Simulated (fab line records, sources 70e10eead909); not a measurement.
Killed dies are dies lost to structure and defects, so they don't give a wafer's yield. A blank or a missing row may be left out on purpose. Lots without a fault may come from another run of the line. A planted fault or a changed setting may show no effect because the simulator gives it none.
Chamber matching | flow nand_harc | NHARC_P_GATE_STRIP_101 on rie_diel-01: 4 sister chambers
The step strips in O2, time 20 s. 20 wafers are shown with their chamber, then 10 later ones without.

WAFERS WITH THEIR CHAMBER
wafer  | chamber | showerhead_plenum_p_Torr (Torr) | drypump_motor_current_A (A) | oes_product_au (a.u.)
L075.1 | 3       | 3.63                            | 5.7                         | 1.023
L075.2 | 1       | 3.62                            | 6.4                         | 1.012
L075.3 | 0       | 3.75                            | 5.8                         | 1.008
L075.4 | 2       | 3.56                            | 5.5                         | 1.008
L075.5 | 0       | 3.75                            | 5.8                         | 1.013
L075.6 | 1       | 3.62                            | 6.4                         | 1.021
L077.1 | 2       | 3.56                            | 5.5                         | 0.998
L077.2 | 3       | 3.62                            | 5.8                         | 1.016
L077.3 | 1       | 3.62                            | 6.4                         | 1.012
L079.3 | 0       | 3.75                            | 5.8                         | 1.000
L079.5 | 3       | 3.62                            | 5.8                         | 1.020
L079.6 | 0       | 3.75                            | 5.8                         | 1.002
L083.1 | 2       | 3.56                            | 5.5                         | 1.009
L083.3 | 1       | 3.62                            | 6.4                         | 1.024
L083.4 | 0       | 3.75                            | 5.8                         | 0.991
L085.1 | 3       | 3.62                            | 5.8                         | 1.002
L085.5 | 3       | 3.62                            | 5.8                         | 1.000
L085.6 | 2       | 3.56                            | 5.5                         | 0.976
L086.1 | 2       | 3.55                            | 5.5                         | 0.979
L086.5 | 1       | 3.62                            | 6.3                         | 1.017

SIGNATURES (means of the wafers above)
reading                  | chamber 0 | chamber 1 | chamber 2 | chamber 3 | scatter within a chamber
showerhead_plenum_p_Torr | 3.7500    | 3.6200    | 3.5580    | 3.6220    | 0.00316
drypump_motor_current_A  | 5.800     | 6.380     | 5.500     | 5.780     | 0.0316
oes_product_au           | 1.00280   | 1.01720   | 0.99400   | 1.01220   | 0.0107
Rule: a wafer's distance from a chamber is the root of the sum, over the readings, of the square of ((its reading less the chamber's mean) divided by the reading's scatter). The wafer belongs to the nearest chamber; if the next one is less than 2 further off, it can't be placed. The scatter: the root of (the sum of the squares of (reading less its chamber's mean) over the shown wafers, divided by (wafers less chambers)).

WAFERS WITHOUT THEIR CHAMBER
wafer  | showerhead_plenum_p_Torr (Torr) | drypump_motor_current_A (A) | oes_product_au (a.u.)
L086.6 | 3.75                            | 5.8                         | 1.001
L088.4 | 3.74                            | 5.8                         | 1.004
L088.5 | 3.62                            | 5.7                         | 1.003
L088.6 | 3.55                            | 5.5                         | 0.972
L093.1 | 3.62                            | 6.4                         | 1.013
L093.3 | 3.74                            | 5.8                         | 0.990
L093.6 | 3.74                            | 5.8                         | 1.001
L095.2 | 3.55                            | 5.5                         | 0.977
L095.3 | 3.74                            | 5.8                         | 1.000
L095.5 | 3.55                            | 5.5                         | 0.971

WHICH CHAMBER EACH WENT THROUGH
wafer  | from the rows above | in truth
L086.6 | 0                   | 0
L088.4 | 0                   | 0
L088.5 | 3                   | 3
L088.6 | 2                   | 2
L093.1 | 1                   | 1
L093.3 | 0                   | 0
L093.6 | 0                   | 0
L095.2 | 2                   | 2
L095.3 | 0                   | 0
L095.5 | 2                   | 2
Placed correctly: 10 of 10. Can't be placed from these rows: 0. Placed wrongly: 0.
